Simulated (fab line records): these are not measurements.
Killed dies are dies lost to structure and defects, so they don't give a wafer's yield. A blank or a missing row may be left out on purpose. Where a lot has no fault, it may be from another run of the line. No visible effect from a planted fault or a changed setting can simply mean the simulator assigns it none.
fab line records    flow nand-harc
record lots=6  wafers=18  last-day=31
route steps=1302 shown A_STAIRCASE@671 END@1302
lots with no fault: from the same line, run without faults
start-h: hours from the record's opening day to when the first of the lot's shown wafers began    wait-h: hours from the lot's prior step to this one    " repeats the value in the row above    L1.1+2: one row covering several wafers at once    - no value, or no start given    * or withheld: withheld    < > ~ a bound
route shown NAME@n: a module of which the file shows steps, and the number in the route of the first    usual: mean/standard deviation taken from wafers without a fault    same: alike in all rows    chamber/n: place in a boat    sites: readings site by site    _std_site: how widely they spread, as a standard deviation    _edge_site: mean of outer sites minus mean of inner sites    radius-mm: how far each site lies from the wafer's centre    mask NAME#n: copy n    behind: tool/chamber where the wafer was last shaped    hold: why the lot was held/for how many hours/how that ended    device: which transistor (n, p or np) failed to switch    end of line: the tests these same wafers got at the end of their route    a step without rows: its recipe alone    killed: at the first sort, the dies lost to defects and structure; wafer yield is something else    map: a wafer's dies, marking killed ones x, the rest . and places with no die _
set.NAME: the setting the step ran with; set.NAME@STEP: the setting that earlier step ran with    model.NAME: the simulator's own value behind a step, which no gauge read
certain route steps with their lots: each step a table, each wafer a row
services: when a tool's chamber went out of use (start-h, in hours from the record's first day, below 0 if earlier), for how many hours, and the reason
## steps
# step NHARC_A_STAIRCASE_ETCH_15
# recipe target-depth-a=1000  time-s=40.5  ion-energy-ev=400  c4f8-flow-sccm=20  o2-flow-sccm=10  ar-flow-sccm=withheld  rf-w=600  bias-w=1000  chemistry=C4F8/O2
# step NHARC_A_STAIRCASE_TRIM_16
# recipe time-s=211.2  o2-flow-sccm=500  ar-flow-sccm=0  bias-w=0  chemistry=O2
# step NHARC_A_STAIRCASE_ETCH_17
# recipe target-depth-a=1000  time-s=40.5  ion-energy-ev=400  c4f8-flow-sccm=20  o2-flow-sccm=10  ar-flow-sccm=withheld  rf-w=600  bias-w=1000  chemistry=C4F8/O2
# usual oes-product-au=0.939/0.01  rf-vpp-V=894.5/2.7
# same time-s=40.5
lot.wafer  tool         chamber  start-h  wait-h  oes-product-au  rf-hours-counter-h  rf-vpp-V
L282.2     rie-diel-11  3        -        -       0.952           34                  896.3
L282.1     "            1        "        "       0.941           32                  892.6
L282.6     "            2        "        "       0.939           -                   893.2
L291.2     rie-diel-08  2        -        -       0.938           17                  894.4
L291.4     "            3        "        "       0.935           22                  893.1
L291.5     "            2        "        "       0.952           -                   893.9
L292.3     rie-diel-08  0        -        -       0.926           27                  895.2
L292.1     "            2        "        "       0.948           24                  892.0
L292.4     "            3        "        "       0.940           29                  891.2
L297.1     rie-diel-07  3        -        -       0.939           8                   895.0
L297.3     "            0        "        "       0.938           7                   891.9
L297.5     "            1        "        "       0.930           -                   893.8
L296.1     rie-diel-07  0        -        -       0.926           8                   892.1
L296.4     "            1        "        "       0.944           6                   893.4
L296.5     "            3        "        "       0.940           -                   894.5
L299.1     rie-diel-07  0        -        -       0.929           14                  892.9
L299.2     "            2        "        "       0.950           12                  903.2
L299.4     "            3        "        "       0.949           14                  896.2
# step NHARC_A_STAIRCASE_TRIM_18
# recipe time-s=211.2  o2-flow-sccm=500  ar-flow-sccm=0  bias-w=0  chemistry=O2
# step NHARC_A_STAIRCASE_ETCH_19
# recipe target-depth-a=1000  time-s=40.5  ion-energy-ev=400  c4f8-flow-sccm=20  o2-flow-sccm=10  ar-flow-sccm=withheld  rf-w=600  bias-w=1000  chemistry=C4F8/O2
# step NHARC_A_STAIRCASE_TRIM_20
# recipe time-s=211.2  o2-flow-sccm=500  ar-flow-sccm=0  bias-w=0  chemistry=O2
# step NHARC_A_STAIRCASE_ETCH_21
# recipe target-depth-a=1000  time-s=40.5  ion-energy-ev=400  c4f8-flow-sccm=20  o2-flow-sccm=10  ar-flow-sccm=withheld  rf-w=600  bias-w=1000  chemistry=C4F8/O2
# step NHARC_A_STAIRCASE_TRIM_22
# recipe time-s=211.2  o2-flow-sccm=500  ar-flow-sccm=0  bias-w=0  chemistry=O2
# step NHARC_A_STAIRCASE_ETCH_23
# recipe target-depth-a=1000  time-s=40.5  ion-energy-ev=400  c4f8-flow-sccm=20  o2-flow-sccm=10  ar-flow-sccm=withheld  rf-w=600  bias-w=1000  chemistry=C4F8/O2
# usual oes-product-au=0.945/0.015  rf-vpp-V=894.5/2.9
# same time-s=40.5
lot.wafer  tool         chamber  start-h  wait-h  oes-product-au  rf-hours-counter-h  rf-vpp-V
L282.2     rie-diel-07  0        -        -       0.946           20                  893.8
L282.1     "            1        "        "       0.943           18                  893.9
L282.6     "            1        "        "       0.946           -                   894.9
L291.2     rie-diel-07  2        -        -       0.989           43                  902.2
L291.4     "            0        "        "       0.945           47                  892.8
L291.5     "            3        "        "       0.965           -                   894.3
L292.4     rie-diel-08  1        -        -       0.943           28                  894.8
L292.1     "            2        "        "       0.950           24                  893.4
L292.3     "            3        "        "       0.935           29                  890.0
L296.4     rie-diel-07  2        -        -       0.956           8                   901.5
L296.1     "            3        "        "       0.962           9                   893.3
L296.5     "            1        "        "       0.929           -                   893.1
L297.1     rie-diel-11  0        -        -       0.944           22                  896.7
L297.3     "            2        "        "       0.954           23                  892.2
L297.5     "            0        "        "       0.930           -                   896.8
L299.2     rie-diel-07  0        -        -       0.926           14                  891.4
L299.1     "            1        "        "       0.951           13                  892.6
L299.4     "            2        "        "       0.949           13                  902.4
# step NHARC_A_STAIRCASE_TRIM_24
# recipe time-s=211.2  o2-flow-sccm=500  ar-flow-sccm=0  bias-w=0  chemistry=O2
# usual drypump-motor-current-A=5.7/0.41  oes-product-au=0.998/0.012  rf-vpp-V=57.7/0.92  showerhead-plenum-p-Torr=3.49/0.084  throttle-valve-pct=17.036/0.0094
# same time-s=211.2
lot.wafer  tool         chamber  start-h  wait-h  drypump-motor-current-A  oes-product-au  rf-hours-counter-h  rf-vpp-V  showerhead-plenum-p-Torr  throttle-valve-pct
L282.1     rie-diel-07  3        -        -       5.0                      1.024           12                  57.3      3.49                      17.034
L282.2     "            0        "        "       6.3                      1.000           20                  59.0      3.44                      17.041
L282.6     "            0        "        "       6.3                      1.004           -                   58.8      3.44                      17.050
L291.4     rie-diel-07  3        -        -       5.0                      1.004           38                  57.7      3.48                      17.024
L291.2     "            1        "        "       6.1                      0.986           48                  56.7      3.46                      17.030
L291.5     "            3        "        "       5.0                      1.003           -                   57.8      3.48                      17.051
L292.3     rie-diel-08  2        -        -       6.2                      0.991           24                  58.9      3.45                      17.028
L292.1     "            0        "        "       5.5                      0.998           27                  57.4      3.49                      17.032
L292.4     "            1        "        "       5.6                      0.987           28                  56.5      3.50                      17.021
L296.1     rie-diel-07  0        -        -       6.3                      0.980           8                   57.0      3.42                      17.047
L296.4     "            1        "        "       6.2                      1.002           7                   56.6      3.45                      17.040
L296.5     "            0        "        "       6.3                      0.985           -                   57.8      3.42                      17.052
L297.1     rie-diel-11  0        -        -       5.7                      0.996           22                  57.8      3.50                      17.028
L297.3     "            1        "        "       5.8                      1.005           21                  57.8      3.45                      17.042
L297.5     "            0        "        "       5.8                      0.975           -                   56.8      3.50                      17.027
L299.1     rie-diel-07  0        -        -       6.3                      0.979           14                  57.4      3.41                      17.029
L299.2     "            2        "        "       5.4                      1.001           13                  58.4      3.71                      17.009
L299.4     "            3        "        "       5.0                      1.000           15                  57.7      3.47                      17.030
# step NHARC_A_STAIRCASE_ETCH_25
# recipe target-depth-a=1000  time-s=40.5  ion-energy-ev=400  c4f8-flow-sccm=20  o2-flow-sccm=10  ar-flow-sccm=withheld  rf-w=600  bias-w=1000  chemistry=C4F8/O2
# usual oes-product-au=0.944/0.014  rf-vpp-V=895/3.1
# same time-s=40.5
lot.wafer  tool         chamber  start-h  wait-h  oes-product-au  rf-hours-counter-h  rf-vpp-V
L282.2     rie-diel-07  1        -        -       0.935           18                  893
L282.1     "            2        "        "       0.966           17                  904
L282.6     "            3        "        "       0.952           -                   896
L291.2     rie-diel-07  2        -        -       0.964           43                  903
L291.4     "            1        "        "       0.936           48                  893
L291.5     "            2        "        "       0.989           -                   903
L292.4     rie-diel-08  3        -        -       0.932           29                  892
L292.1     "            0        "        "       0.930           27                  896
L292.3     "            1        "        "       0.920           28                  895
L296.4     rie-diel-07  2        -        -       0.954           8                   902
L296.1     "            0        "        "       0.926           8                   893
L296.5     "            2        "        "       0.953           -                   904
L297.1     rie-diel-11  2        -        -       0.924           23                  890
L297.3     "            1        "        "       0.929           21                  893
L297.5     "            2        "        "       0.932           -                   893
L299.1     rie-diel-07  3        -        -       0.951           15                  894
L299.2     "            0        "        "       0.927           15                  893
L299.4     "            1        "        "       0.938           13                  893
# step NHARC_A_STAIRCASE_TRIM_26
# recipe time-s=211.2  o2-flow-sccm=500  ar-flow-sccm=0  bias-w=0  chemistry=O2
# usual drypump-motor-current-A=5.7/0.41  oes-product-au=0.997/0.012  rf-vpp-V=57.7/0.88  showerhead-plenum-p-Torr=3.49/0.086  throttle-valve-pct=17.038/0.0098
# same time-s=211.2
lot.wafer  tool         chamber  start-h  wait-h  drypump-motor-current-A  oes-product-au  rf-hours-counter-h  rf-vpp-V  showerhead-plenum-p-Torr  throttle-valve-pct
L282.2     rie-diel-07  0        359.69   -       6.3                      0.999           21                  56.0      3.44                      17.044
L282.1     "            2        "        "       5.4                      1.028           17                  58.7      3.73                      17.037
L282.6     "            1        "        "       6.1                      0.988           -                   58.3      3.47                      17.035
L291.4     rie-diel-07  1        451.52   -       6.1                      0.992           48                  57.8      3.46                      17.060
L291.2     "            0        "        "       6.3                      0.995           47                  58.4      3.43                      17.052
L291.5     "            2        "        "       5.4                      1.011           -                   58.5      3.72                      17.033
L292.3     rie-diel-08  2        473.47   -       6.2                      0.997           25                  56.5      3.45                      17.029
L292.4     "            3        "        "       5.9                      0.995           29                  57.1      3.43                      17.026
L292.1     "            0        "        "       5.5                      0.990           27                  56.5      3.49                      17.018
L296.4     rie-diel-07  0        512.01   -       6.3                      0.892           8                   59.5      3.42                      17.040
L296.1     "            1        "        "       6.1                      0.993           7                   57.9      3.45                      17.051
L296.5     "            3        "        "       5.0                      1.009           -                   57.9      3.47                      17.047
L297.1     rie-diel-11  1        512.09   -       5.9                      0.998           21                  58.6      3.45                      17.026
L297.3     "            0        "        "       5.8                      0.989           23                  59.4      3.50                      17.040
L297.5     "            2        "        "       5.4                      0.994           -                   57.1      3.43                      17.034
L299.2     rie-diel-07  0        525.39   -       6.3                      0.894           15                  57.5      3.41                      17.041
L299.4     "            2        "        "       5.5                      1.012           13                  59.1      3.71                      17.025
L299.1     "            3        "        "       5.0                      1.002           15                  57.9      3.47                      17.038
# step NHARC_A_STAIRCASE_ETCH_27
# recipe target-depth-a=1000  time-s=40.5  ion-energy-ev=400  c4f8-flow-sccm=20  o2-flow-sccm=10  ar-flow-sccm=withheld  rf-w=600  bias-w=1000  chemistry=C4F8/O2
# usual oes-product-au=0.943/0.013  rf-vpp-V=895/3.3
# same time-s=40.5
lot.wafer  tool         chamber  start-h  wait-h  oes-product-au  rf-hours-counter-h  rf-vpp-V
L282.1     rie-diel-07  2        -        -       0.969           17                  902
L282.2     "            0        "        "       0.944           21                  893
L282.6     "            2        "        "       0.972           -                   902
L291.2     rie-diel-07  3        -        -       0.960           38                  893
L291.4     "            1        "        "       0.922           48                  894
L291.5     "            2        "        "       0.954           -                   904
L292.3     rie-diel-08  0        -        -       0.935           27                  893
L292.4     "            1        "        "       0.923           28                  895
L292.1     "            2        "        "       0.938           25                  894
L296.1     rie-diel-07  2        -        -       0.947           8                   902
L296.4     "            1        "        "       0.949           7                   893
L296.5     "            3        "        "       0.952           -                   894
L297.3     rie-diel-11  0        -        -       0.928           23                  896
L297.1     "            1        "        "       0.939           21                  892
L297.5     "            3        "        "       0.957           -                   895
L299.4     rie-diel-07  2        -        -       0.959           13                  904
L299.2     "            3        "        "       0.961           15                  893
L299.1     "            0        "        "       0.931           15                  892
# step NHARC_END_SORT_01
# recipe temp-c=25
# usual killed-at-array=59/19  killed-at-other=1.0/1.1  killed-at-periphery=3.8/2.4  killed-dies=64/19  killed-open=3.3/2  killed-short=2.4/1.6
# same gross-dies=677
lot.wafer  tool       chamber  start-h  wait-h  killed-at-array  killed-at-other  killed-at-periphery  killed-dies  killed-open  killed-short
L282.1     prober-02  0        571.38   2.5     60               2                3                    65           1            4
L282.2     prober-02  0        572.18   2.8     74               0                3                    77           6            2
L282.6     prober-02  0        575.35   4.0     67               1                2                    70           1            2
L292.1     prober-02  0        677.64   2.5     59               2                1                    62           4            1
L292.3     prober-02  0        679.20   3.1     59               1                6                    66           2            2
L292.4     prober-02  0        679.98   3.3     62               1                3                    66           0            2
L299.1     prober-01  0        745.44   2.5     72               0                0                    72           2            4
L299.2     prober-01  0        746.25   2.8     75               0                1                    76           1            4
L299.4     prober-01  0        747.87   3.4     64               0                0                    64           1            0
# killed by level:class
L282.1 A_CHANNEL_HOLE_D1:chamber-film-flake=20 A_SLIT:chamber-film-flake=16 A_STAIRCASE:chamber-film-flake=6 A_CHANNEL_HOLE_D2:chamber-film-flake=5 A_DECK1_JOINT:chamber-film-flake=3 P_BONDPAD:chamber-film-flake=2 A_WL_FILL:chamber-film-flake=2 A_CONTACT:chamber-film-flake=2
L282.2 A_CHANNEL_HOLE_D1:chamber-film-flake=29 A_SLIT:chamber-film-flake=19 A_CHANNEL_HOLE_D2:chamber-film-flake=6 A_WL_FILL:chamber-film-flake=4 A_CONTACT:chamber-film-flake=4 A_STAIRCASE:chamber-film-flake=3 A_DECK1_JOINT:chamber-film-flake=3 P_CONTACT:geometric-particle:open=2
L282.6 A_CHANNEL_HOLE_D1:chamber-film-flake=33 A_SLIT:chamber-film-flake=15 A_CHANNEL_HOLE_D2:chamber-film-flake=4 A_WL_FILL:chamber-film-flake=4 A_DECK1_JOINT:chamber-film-flake=3 A_STAIRCASE:chamber-film-flake=3 A_ONON_D1:geometric-particle:open=1 A_ONON_D1:geometric-particle:short=1
L292.1 A_CHANNEL_HOLE_D1:chamber-film-flake=41 A_CONTACT:chamber-film-flake=5 A_SLIT:chamber-film-flake=3 A_CHANNEL_FILL_D1:geometric-particle:open=2 A_CHANNEL_HOLE_D2:chamber-film-flake=2 A_STAIRCASE:chamber-film-flake=2 THIN_TSV:chamber-film-flake=2 A_ONON_D2:geometric-particle:open=1
L292.3 A_CHANNEL_HOLE_D1:chamber-film-flake=41 A_SLIT:chamber-film-flake=5 A_STAIRCASE:chamber-film-flake=4 A_CHANNEL_HOLE_D2:chamber-film-flake=3 P_GATE:geometric-particle:open=2 A_CHANNEL_FILL_D1:chamber-film-flake=2 A_CONTACT:chamber-film-flake=2 P_M0:geometric-particle:short=1
L292.4 A_CHANNEL_HOLE_D1:chamber-film-flake=43 A_CHANNEL_HOLE_D2:chamber-film-flake=5 A_CONTACT:chamber-film-flake=5 A_SLIT:chamber-film-flake=4 P_CONTACT:chamber-film-flake=2 A_CHANNEL_FILL_D1:chamber-film-flake=2 A_STAIRCASE:chamber-film-flake=2 A_WL_FILL:geometric-particle:short=1
L299.1 A_SLIT:chamber-film-flake=29 A_CHANNEL_HOLE_D1:chamber-film-flake=17 A_CHANNEL_HOLE_D2:chamber-film-flake=8 A_CONTACT:chamber-film-flake=4 A_DECK1_JOINT:chamber-film-flake=3 A_WL_FILL:geometric-particle:short=2 A_M1:geometric-particle:open=2 A_CHANNEL_FILL_D1:chamber-film-flake=2
L299.2 A_CHANNEL_HOLE_D1:chamber-film-flake=29 A_SLIT:chamber-film-flake=23 A_CHANNEL_HOLE_D2:chamber-film-flake=9 A_CONTACT:chamber-film-flake=5 A_STAIRCASE:chamber-film-flake=3 A_ONON_D2:geometric-particle:short=2 A_ONON_D1:geometric-particle:short=1 A_WL_FILL:geometric-particle:short=1
L299.4 A_SLIT:chamber-film-flake=25 A_CHANNEL_HOLE_D1:chamber-film-flake=19 A_CHANNEL_HOLE_D2:chamber-film-flake=12 A_CONTACT:chamber-film-flake=5 A_M0:geometric-particle:open=1 A_WL_FILL:chamber-film-flake=1 A_BONDPAD:chamber-film-flake=1
## services
tool         chamber  start-h  hours  kind
rie-diel-07  0        355.08   -      clean
rie-diel-07  1        355.08   -      clean
rie-diel-07  2        355.08   -      clean
rie-diel-07  3        355.08   -      clean
rie-diel-11  -        369.59   0.5    repair
rie-diel-08  -        376.42   9.0    pm
rie-diel-07  0        379.58   -      clean
rie-diel-07  1        379.58   -      clean
rie-diel-07  2        379.58   -      clean
rie-diel-07  3        379.58   -      clean
rie-diel-07  0        404.08   -      clean
rie-diel-07  1        404.08   -      clean
rie-diel-07  2        404.08   -      clean
rie-diel-07  3        404.08   -      clean
rie-diel-07  2        409.37   8.9    repair
rie-diel-07  0        428.58   -      clean
rie-diel-07  1        428.58   -      clean
rie-diel-07  2        428.58   -      clean
rie-diel-07  3        428.58   -      clean
rie-diel-11  -        432.55   9.0    pm
rie-diel-07  0        453.08   -      clean
rie-diel-08  0        456.02   8.7    repair
rie-diel-07  -        474.08   9.0    pm
rie-diel-08  3        508.36   2.5    repair
## key
first-sign step=NHARC_A_STAIRCASE_TRIM_26  reading=oes-product-au  direction=down  sigmas=8.7  usual=0.997  struck=0.893
effect none on later readings
met-at NHARC_A_STAIRCASE_TRIM_26
struck-wafers L296.4,L299.2
tester-left-out L296,L299
onset-between 451.52 512.01
fault kind=process-parameter-drift  tool=rie-diel-07  chamber=0  onset-h=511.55  steps=NHARC_A_STAIRCASE_TRIM_26  channel=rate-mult  offset=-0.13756  shape=step  end-h=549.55
# tester-left-out: of these lots the tester's yield and bins aren't shown, on N5 and GAA mostly nor the transistor test; their killed dies are dies lost to structure and defects alone, not to doping, threshold or leakage, so they don't give the yield
